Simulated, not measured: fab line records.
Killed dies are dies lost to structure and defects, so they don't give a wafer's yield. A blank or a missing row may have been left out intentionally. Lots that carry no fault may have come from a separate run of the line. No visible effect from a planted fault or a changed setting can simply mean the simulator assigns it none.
Split-lot experiment + flow n5Finfet + 7 lots, 21 wafers read, on a route of 1938 steps

ABOUT THE SPLIT
At N5_BEOL_M13_TRENCH_ETCH_34 (etches SiOC in C4F8/O2/Ar, target depth 413.47 nm, time 162.6 s), the setting timeS was moved away from the recipe's 162.6 s on 5 of the 21 wafers read, by -20.5% to +8.7%. This setting was run at the recipe's value on the other wafers.

FROM THE SPLIT TO THE READING: what the file shows between them, 8 steps
- N5_BEOL_M13_STRIP_70: strips in C4F8/O2/Ar
- N5_BEOL_M13_OCD_MEAS_35
- N5_BEOL_M13_SPUTTER_45: material Cu, target thk 80 nm, time 13.33 s (also split here: powerW)
- N5_BEOL_M13_ECD_47: material Cu, target thk 936 nm
- N5_BEOL_M13_ANNEAL_48: time 90 s
- N5_BEOL_M13_CMP_49: polishes, stops on SiOC, t overpolish 17.1 s, target thk 420 nm
- N5_BEOL_M13_PRE_CLEAN_52: time 15 s
- N5_BEOL_M13_DEP_53: deposits SiCN from 3MS/NH3, target thk 50 nm, time 17.8 s

THE READING
Measured at N5_BEOL_M13_RS_MEAS_54 by four-point probe: M13_RS, in ohm/sq. Fault-free wafers of this fab line usually give 0.0451 ohm/sq, standard deviation 0.00063 ohm/sq.

| wafer  | tool, chamber at the split | timeS as run, s | against the recipe | M13_RS, ohm/sq | against lot-mates on the recipe |
|--------|----------------------------|-----------------|--------------------|----------------|---------------------------------|
| L076.2 | rieDiel-03, 3              | 162.6           | recipe             | 0.0456         | -                               |
| L076.3 | rieDiel-03, 2              | 132             | -18.8%             | 0.0574         | +0.0117                         |
| L076.6 | rieDiel-03, 0              | 162.6           | recipe             | 0.0458         | -                               |
| L084.1 | rieDiel-03, 1              | 129.3           | -20.5%             | 0.0566         | +0.0115                         |
| L084.5 | rieDiel-03, 1              | 162.6           | recipe             | 0.0446         | -                               |
| L084.6 | rieDiel-03, 2              | 162.6           | recipe             | 0.0456         | -                               |
| L088.1 | rieDiel-04, 1              | 176.8           | +8.7%              | 0.0418         | -0.0030                         |
| L088.4 | rieDiel-04, 2              | 162.6           | recipe             | 0.0444         | -                               |
| L088.5 | rieDiel-04, 3              | 162.6           | recipe             | 0.0451         | -                               |
| L089.2 | rieDiel-04, 0              | 162.6           | recipe             | 0.0462         | -                               |
| L089.5 | rieDiel-04, 3              | 162.6           | recipe             | 0.0458         | -                               |
| L089.6 | rieDiel-04, 2              | 162.6           | recipe             | 0.0449         | -                               |
| L090.3 | rieDiel-06, 1              | 162.6           | recipe             | 0.0451         | -                               |
| L090.5 | rieDiel-06, 2              | 162.6           | recipe             | 0.0449         | -                               |
| L090.6 | rieDiel-06, 3              | 162.6           | recipe             | 0.0429         | -                               |
| L093.2 | rieDiel-04, 0              | 139.1           | -14.5%             | 0.0539         | +0.0081                         |
| L093.4 | rieDiel-04, 1              | 162.6           | recipe             | 0.0453         | -                               |
| L093.5 | rieDiel-04, 0              | 162.6           | recipe             | 0.0464         | -                               |
| L094.2 | rieDiel-04, 3              | 162.6           | recipe             | 0.0458         | -                               |
| L094.4 | rieDiel-04, 1              | 145.9           | -10.3%             | 0.0510         | +0.0052                         |
| L094.6 | rieDiel-04, 1              | 162.6           | recipe             | 0.0458         | -                               |

THE FIT
A straight line over all 21 wafers: M13_RS changes by -0.000573 ohm/sq for each +1% of timeS; r = -0.98; the points scatter about the line by 0.00088 ohm/sq.
The same after taking each lot's own level away (the mean of its wafers on the recipe; 21 wafers): -0.000553 ohm/sq for each +1%; r = -0.98; scatter 0.00074 ohm/sq.
On that fit, the largest move of timeS shifts the reading by 0.011 ohm/sq.
Across the lots, their own levels run from 0.04430 to 0.04585 ohm/sq, a range of 2.5 times the standard deviation given above.
Hence the lot-to-lot level has little effect on the slope; both slopes agree.
Check: +0.0114 ohm/sq against its lot-mates is what the line predicts for one of the wafers moved furthest among these (-20.5%) when that wafer is left out of the fit. Against them it came out at +0.0115 ohm/sq.

FURTHER SPLITS ON THESE WAFERS
Note: prior to the reading, these wafers also went through further splits. Each is held against what the fit with the lots' levels taken away leaves over:
| other split on the same wafers | wafers away from the commonest value | r with M13_RS (lot level and that fit taken away) |
|--------------------------------|--------------------------------------|---------------------------------------------------|
| N5_BEOL_M12_COAT_04 spinRpm    | 9                                    | +0.00                                             |
| N5_BEOL_M13_SPUTTER_45 powerW  | 7                                    | -0.13                                             |

THE WHOLE CHAIN: every reading that the file lists as answering this split, in the file's order
| step                       | what it does                                                    | reading                                                                      | change (the file's fit)               | r (the file's) |
|----------------------------|-----------------------------------------------------------------|------------------------------------------------------------------------------|---------------------------------------|----------------|
| N5_BEOL_M13_TRENCH_ETCH_34 | etches SiOC in C4F8/O2/Ar, target depth 413.47 nm, time 162.6 s | etch.depthNm (the simulator's own value, which no gauge read)                | +4.07 nm for each +1% of the setting  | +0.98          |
| N5_BEOL_M13_OCD_MEAS_35    |                                                                 | trenchDepthNm                                                                | +4.08 nm for each +1% of the setting  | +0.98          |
| N5_BEOL_M13_CMP_49         | polishes, stops on SiOC, t overpolish 17.1 s, target thk 420 nm | Cu_of_BEOL_M13_ECD_47.thkNm (the simulator's own value, which no gauge read) | +3.93 nm for each +1% of the setting  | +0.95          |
| N5_BEOL_M13_RS_MEAS_54     | measures by four-point-probe                                    | M13_RS                                                                       | -0.000561 for each +1% of the setting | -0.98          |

FILE'S OWN FIT
M13_RS changes by -0.000561 ohm/sq for each +1% of timeS, r = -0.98.
